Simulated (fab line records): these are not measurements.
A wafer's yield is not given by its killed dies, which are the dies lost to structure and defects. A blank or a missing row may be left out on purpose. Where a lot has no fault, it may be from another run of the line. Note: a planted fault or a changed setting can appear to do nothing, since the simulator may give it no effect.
A lot that was struck, set against a sound lot | flow n5Finfet | 15 out of 1938 route steps
Sound: wafers L164.1, L164.2, L164.5. Struck: wafer L177.4 (L177.1, L177.3, from the same lot, were not struck and are left out); the cause is given at the end.
Each step with rows lists, per side, the tool, then ch with its chambers, then its first start. Under that, the readings that differ: sound wafers | struck wafers | difference of the means | sigmas: that difference in standard deviations of wafers without a fault.
alike: words and numbers the same on both sides, and readings whose means are apart by under 2 such deviations; not compared: readings that were withheld, readings missing a value for some wafer, numbers with overlapping values and no deviation given by the record, and bounds like >300 which may hide the same value.
Wherever a step has rows on one side only, a row that says differs or no value, or a row with sigmas, the two part there. Non-overlapping numbers with no deviation appear without sigmas and do not part them. A reading missing from all wafers of one side parts the sides only when that side holds two or more wafers.

first, 8 steps without rows for these wafers: N5_BEOL_M15_COAT_58 (time 60 s, resist thk 89 nm); N5_BEOL_M15_COAT_04 (resist thk 800 nm); N5_BEOL_M15_EBR_06; N5_BEOL_M15_SOFTBAKE_05 (time 60 s); N5_BEOL_M15_EXPOSE_07 (exposes mask V14); N5_BEOL_M15_PEB_08 (peb time 90 s); N5_BEOL_M15_DEVELOP_09 (develop time 45 s); N5_BEOL_M15_HARDBAKE_14 (time 120 s).
N5_BEOL_M15_CD_MEAS_10 targets a cd of 360 nm.
  sound on cdSem-03 ch 0, day 12 05:38; struck on cdSem-03 ch 0, day 14 14:35
  alike: cdNm
N5_BEOL_M15_OVL_MEAS_11:
  sound on overlay-01 ch 0, day 12 05:40; struck on overlay-02 ch 0, day 14 14:37
  alike: V14_OVL
N5_BEOL_M15_INSPECT_12: inspects for defects (macro).
  sound: defectInspect-01 at day 12 05:41; struck: defectInspect-01 at day 14 14:39
  alike: rawDefectCount
N5_BEOL_M15_DESCUM_15: chemistry O2, time 7.9 s.
  sound on rieDiel-06 ch 0,1,2, day 12 05:43; struck on rieDiel-06 ch 0, day 14 14:47
  alike: drypumpMotorCurrentA, oesProductAu, rfFwdPowerW, rfVppV, showerheadPlenumPTorr, throttleValvePct
  not compared: rfHoursCounterH
N5_BEOL_M15_ETCH_59: etches BARC in N2/H2, target depth 89 nm, overetch 26.7 nm, time 67.9 s.
  sound on rieDiel-06 ch 0,1,2, day 12 05:46; struck on rieDiel-06 ch 0, day 14 14:49
reading                                   | sound             | struck | difference | sigmas
model.coat_of_BEOL_M15_COAT_04.thkNm (nm) | 715.8 718.6 713.2 | 726    | +10        | 
  alike: drypumpMotorCurrentA, oesProductAu, rfFwdPowerW, rfVppV, showerheadPlenumPTorr, throttleValvePct
  not compared: rfHoursCounterH
N5_BEOL_M15_VIA_ETCH_16: etches SiO2 in C4F8/O2/Ar, target depth 1792.2 nm.
  sound on rieDiel-06 ch 0,1,2, day 12 05:49; struck on rieDiel-06 ch 0, day 14 14:52
  alike: drypumpMotorCurrentA, oesProductAu, rfFwdPowerW, rfVppV, showerheadPlenumPTorr, throttleValvePct
N5_PASSIVATION_PROBE_49:
  sound: prober-02 at day 13 00:16; struck: prober-01 at day 15 10:17
reading                 | sound          | struck | difference | sigmas
killed_at_M0_to_M3      | 50 40 41       | 11     | -33        | -3
killedDies              | 95 94 76       | 54     | -34        | -2
sort_bin_5_function (%) | 4.7 4.5 4.2    | 2.5    | -2.0       | -2
sortNPass               | 1085 1086 1104 | 1126   | +34        | +2
sortYieldPct (%)        | 91.9 92.0 93.6 | 95.4   | +2.9       | +2
  alike: defectLimitedYield, killed_at_M4_up, killedAtContacts, killedAtFrontEnd, killedAtOther, killedOnRim, killedOpen, killedShort, sort_bin_4_leakage, sort_bin_6_memory

WHERE THEY PART
Only at N5_PASSIVATION_PROBE_49, as far as this record shows.

WHY: what had been put in by the simulator
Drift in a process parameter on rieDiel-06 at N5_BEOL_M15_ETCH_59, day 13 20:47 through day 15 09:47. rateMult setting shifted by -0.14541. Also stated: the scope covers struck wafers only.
